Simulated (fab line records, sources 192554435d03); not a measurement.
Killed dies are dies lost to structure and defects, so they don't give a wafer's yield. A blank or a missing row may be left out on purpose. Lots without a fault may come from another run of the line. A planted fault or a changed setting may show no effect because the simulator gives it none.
Which tool did it? | flow n5_finfet | 11 lots, 33 wafers sampled, at 5 steps of a route of 1938

WHAT THE GAUGES READ, wafer by wafer
The record holds no reading of a measuring or inspecting step that can be judged against a usual standard deviation.

WHICH TOOL RAN EACH LOT (tool, then ch and the chambers of the sampled wafers, then the start)
lot  | N5_BEOL_M2_ETCHBACK_99             | N5_MIM_BOT_SPUTTER_00        | N5_MIM_TOP_DEGAS_04          | N5_PASSIVATION_STRIP_14            | N5_PASSIVATION_PROBE_49
L339 | rie_diel-03 ch 1,2,3, day 7 13:21  | pvd_sputter-01, day 12 13:31 | pvd_sputter-03, day 12 14:04 | rie_diel-04 ch 1,3, day 12 18:37   | -
L338 | rie_diel-03 ch 1,2,3, day 7 19:29  | pvd_sputter-01, day 13 01:08 | pvd_sputter-01, day 13 02:29 | rie_diel-06 ch 0,2, day 13 07:37   | -
L341 | rie_diel-03 ch 1,2,3, day 8 07:37  | pvd_sputter-01, day 13 22:32 | pvd_sputter-02, day 13 23:46 | rie_diel-06 ch 2,3, day 14 03:11   | -
L342 | rie_diel-05 ch 0,1,2, day 8 12:17  | pvd_sputter-02, day 13 16:38 | pvd_sputter-01, day 13 18:31 | rie_diel-04 ch 1,2,3, day 13 22:14 | -
L337 | rie_diel-01 ch 0,1,3, day 8 12:31  | pvd_sputter-02, day 14 08:50 | pvd_sputter-01, day 14 09:52 | rie_diel-06 ch 0,3, day 14 13:13   | -
L343 | rie_diel-05 ch 1,2, day 8 17:50    | pvd_sputter-03, day 14 04:53 | pvd_sputter-03, day 14 05:48 | rie_diel-06 ch 0,2,3, day 14 09:16 | -
L344 | rie_diel-03 ch 2,3, day 8 18:32    | pvd_sputter-03, day 14 05:26 | pvd_sputter-02, day 14 08:41 | rie_diel-02 ch 0,2,3, day 14 13:01 | -
L345 | rie_diel-03 ch 0,2,3, day 9 00:03  | pvd_sputter-02, day 14 09:04 | pvd_sputter-02, day 14 09:58 | rie_diel-04 ch 1,2,3, day 14 14:29 | -
L346 | rie_diel-05 ch 1,2,3, day 9 00:08  | pvd_sputter-01, day 14 18:04 | pvd_sputter-02, day 14 19:07 | rie_diel-02 ch 0,1,3, day 14 23:44 | prober-01, day 15 06:08
L349 | rie_diel-03 ch 0,2, day 10 02:34   | pvd_sputter-01, day 15 10:04 | pvd_sputter-03, day 15 10:38 | rie_diel-02 ch 0,1,3, day 15 18:17 | prober-02, day 16 00:29
L352 | rie_diel-03 ch 0,1,2, day 11 00:55 | pvd_sputter-03, day 16 15:13 | pvd_sputter-03, day 16 16:04 | rie_diel-06 ch 0,1,2, day 16 19:49 | prober-01, day 17 02:36
- N5_BEOL_M2_ETCHBACK_99: etches SiO2 in CHF3, target depth 5 nm, time 10.4 s.
- N5_MIM_BOT_SPUTTER_00: material TiN, target thk 35 nm, time 89.7 s.
- N5_MIM_TOP_DEGAS_04: time 60 s.
- N5_PASSIVATION_STRIP_14: strips in O2.
- N5_PASSIVATION_PROBE_49

WHAT THE TOOLS THEMSELVES READ (means of the sampled wafers that have a number; where no wafer has one, the mark that the record gives instead)
N5_BEOL_M2_ETCHBACK_99. Usual: drypump_motor_current_A 5.5 A, standard deviation 0.5; oes_product_au 0.79 a.u., standard deviation 0.068; rf_vpp_V 242 V, standard deviation 5.3; showerhead_plenum_p_Torr 2.20 Torr, standard deviation 0.069; throttle_valve_pct 17.18 %, standard deviation 0.18.
lot  | tool        | drypump_motor_current_A (A) | oes_product_au (a.u.) | rf_vpp_V (V) | showerhead_plenum_p_Torr (Torr) | throttle_valve_pct (%) | flag
L339 | rie_diel-03 | 5.6                         | 0.76                  | 240          | 2.14                            | 17.32                  |
L338 | rie_diel-03 | 5.6                         | 0.75                  | 240          | 2.14                            | 17.33                  |
L341 | rie_diel-03 | 5.6                         | 0.75                  | 240          | 2.14                            | 17.34                  |
L342 | rie_diel-05 | 5.8                         | 0.85                  | 237          | 2.15                            | 17.11                  |
L337 | rie_diel-01 | 5.6                         | 0.79                  | 244          | 2.20                            | 17.00                  |
L343 | rie_diel-05 | 5.6                         | 0.87                  | 241          | 2.22                            | 17.06                  |
L344 | rie_diel-03 | 5.7                         | 0.73                  | 243          | 2.14                            | 17.48                  |
L345 | rie_diel-03 | 5.8                         | 0.73                  | 240          | 2.16                            | 17.34                  |
L346 | rie_diel-05 | 5.3                         | 0.85                  | 240          | 2.22                            | 17.08                  |
L349 | rie_diel-03 | 5.6                         | 0.74                  | 243          | 2.21                            | 17.21                  |
L352 | rie_diel-03 | 5.4                         | 0.75                  | 244          | 2.18                            | 17.22                  |

N5_MIM_BOT_SPUTTER_00. Usual: throttle_valve_pct 29.9 %, standard deviation 0.91.
lot  | tool           | throttle_valve_pct (%) | flag
L339 | pvd_sputter-01 | 30.2                   |
L338 | pvd_sputter-01 | 30.2                   |
L341 | pvd_sputter-01 | 30.9                   |
L342 | pvd_sputter-02 | 28.7                   |
L337 | pvd_sputter-02 | 29.1                   |
L343 | pvd_sputter-03 | 29.6                   |
L344 | pvd_sputter-03 | 30.0                   |
L345 | pvd_sputter-02 | 28.9                   |
L346 | pvd_sputter-01 | 30.7                   |
L349 | pvd_sputter-01 | 30.8                   |
L352 | pvd_sputter-03 | 30.3                   |

N5_MIM_TOP_DEGAS_04. Usual: heater_power_w 439 W, standard deviation 38.
lot  | tool           | heater_power_w (W) | flag
L339 | pvd_sputter-03 | 415                |
L338 | pvd_sputter-01 | 459                |
L341 | pvd_sputter-02 | 444                |
L342 | pvd_sputter-01 | 445                |
L337 | pvd_sputter-01 | 450                |
L343 | pvd_sputter-03 | 433                |
L344 | pvd_sputter-02 | 483                |
L345 | pvd_sputter-02 | 480                |
L346 | pvd_sputter-02 | 450                |
L349 | pvd_sputter-03 | 417                |
L352 | pvd_sputter-03 | 437                |

N5_PASSIVATION_STRIP_14. Usual: drypump_motor_current_A 5.8 A, standard deviation 0.34; oes_product_au 0.81 a.u., standard deviation 0.075; rf_vpp_V 3.6 V, standard deviation 0.95; showerhead_plenum_p_Torr 2.15 Torr, standard deviation 0.068; throttle_valve_pct 16.63 %, standard deviation 0.22.
lot  | tool        | drypump_motor_current_A (A) | oes_product_au (a.u.) | rf_vpp_V (V) | showerhead_plenum_p_Torr (Torr) | throttle_valve_pct (%) | flag
L339 | rie_diel-04 | 5.5                         | 0.86                  | 3.8          | 2.10                            | 16.41                  |
L338 | rie_diel-06 | 5.9                         | 0.76                  | 3.6          | 2.18                            | 16.53                  |
L341 | rie_diel-06 | 5.9                         | 0.74                  | 3.7          | 2.14                            | 16.71                  |
L342 | rie_diel-04 | 5.5                         | 0.83                  | 3.2          | 2.13                            | 16.57                  |
L337 | rie_diel-06 | 5.9                         | 0.80                  | 4.3          | 2.06                            | 16.80                  |
L343 | rie_diel-06 | 5.9                         | 0.78                  | 2.3          | 2.12                            | 16.66                  |
L344 | rie_diel-02 | 5.9                         | 0.88                  | 3.1          | 2.15                            | 16.55                  |
L345 | rie_diel-04 | 5.5                         | 0.83                  | 3.0          | 2.12                            | 16.57                  |
L346 | rie_diel-02 | 6.1                         | 0.83                  | 3.5          | 2.14                            | 16.68                  |
L349 | rie_diel-02 | 6.1                         | 0.81                  | 3.7          | 2.14                            | 16.66                  |
L352 | rie_diel-06 | 5.9                         | 0.80                  | 4.6          | 2.17                            | 16.50                  |

N5_PASSIVATION_PROBE_49. Usual: defect_limited_yield 91.7 %, standard deviation 1.5; killed_at_M0_to_M3 32, standard deviation 10; killed_at_M4_up 14, standard deviation 5.3; killed_at_contacts 13, standard deviation 5.7; killed_at_front_end 37, standard deviation 10; killed_at_other 3.3, standard deviation 2.5; killed_dies 98, standard deviation 18; killed_on_rim 13, standard deviation 3.6; killed_open 65, standard deviation 13; killed_short 31, standard deviation 7.5; sort_bin_5_function 4.9 %, standard deviation 0.91; sort_bin_6_memory 3.1 %, standard deviation 0.71; sort_bin_8_speed 0.00 %, standard deviation 0.017; sort_n_pass 1082, standard deviation 18; sort_yield_pct 91.7 %, standard deviation 1.5.
lot  | tool      | defect_limited_yield (%) | killed_at_M0_to_M3 | killed_at_M4_up | killed_at_contacts | killed_at_front_end | killed_at_other | killed_dies | killed_on_rim | killed_open | killed_short | sort_bin_5_function (%) | sort_bin_6_memory (%) | sort_bin_8_speed (%) | sort_n_pass | sort_yield_pct (%) | flag
L346 | prober-01 | 89.8                     | 38                 | 14              | 13                 | 53                  | 2.0             | 120         | 16            | 71          | 47           | 6.1                     | 3.6                   | 0.00                 | 1060        | 89.8               |
L349 | prober-02 | 88.1                     | 66                 | 15              | 17                 | 39                  | 2.7             | 140         | 17            | 72          | 35           | 7.4                     | 3.7                   | 0.00                 | 1040        | 88.1               | OFF
L352 | prober-01 | 90.0                     | 66                 | 14              | 6                  | 29                  | 3.0             | 118         | 17            | 55          | 32           | 5.6                     | 3.6                   | 0.00                 | 1062        | 90.0               | OFF

THE ANSWER, worked out from the rows above alone
Rule: a lot is off if the mean of its wafers that have a number lies more than 3 standard deviations from the usual mean. A lot without any number at a reading at which 4 lots or more have one is off too. The other lots that the step has rows for count as sound. The gauges are gone through in route order, then the tools' own readings, and for those a lot's mean is taken as printed above. The first step at which some lot is off is used, and at that step the reading that is off furthest; a lot without a number counts as furthest.
Off: L349, L352, at N5_PASSIVATION_PROBE_49 (killed_at_M0_to_M3). Neither off nor sound, because the step has no rows for them: L339, L338, L341, L342, L337, L343, L344, L345.
A tool fits if, at that step or a process step before it, it ran every lot that is off, and no sound lot after the first of them. Can't be told from this: 2 tools fit, rie_diel-03 at N5_BEOL_M2_ETCHBACK_99, pvd_sputter-03 at N5_MIM_TOP_DEGAS_04.

WHAT THE SIMULATOR HAD PUT IN
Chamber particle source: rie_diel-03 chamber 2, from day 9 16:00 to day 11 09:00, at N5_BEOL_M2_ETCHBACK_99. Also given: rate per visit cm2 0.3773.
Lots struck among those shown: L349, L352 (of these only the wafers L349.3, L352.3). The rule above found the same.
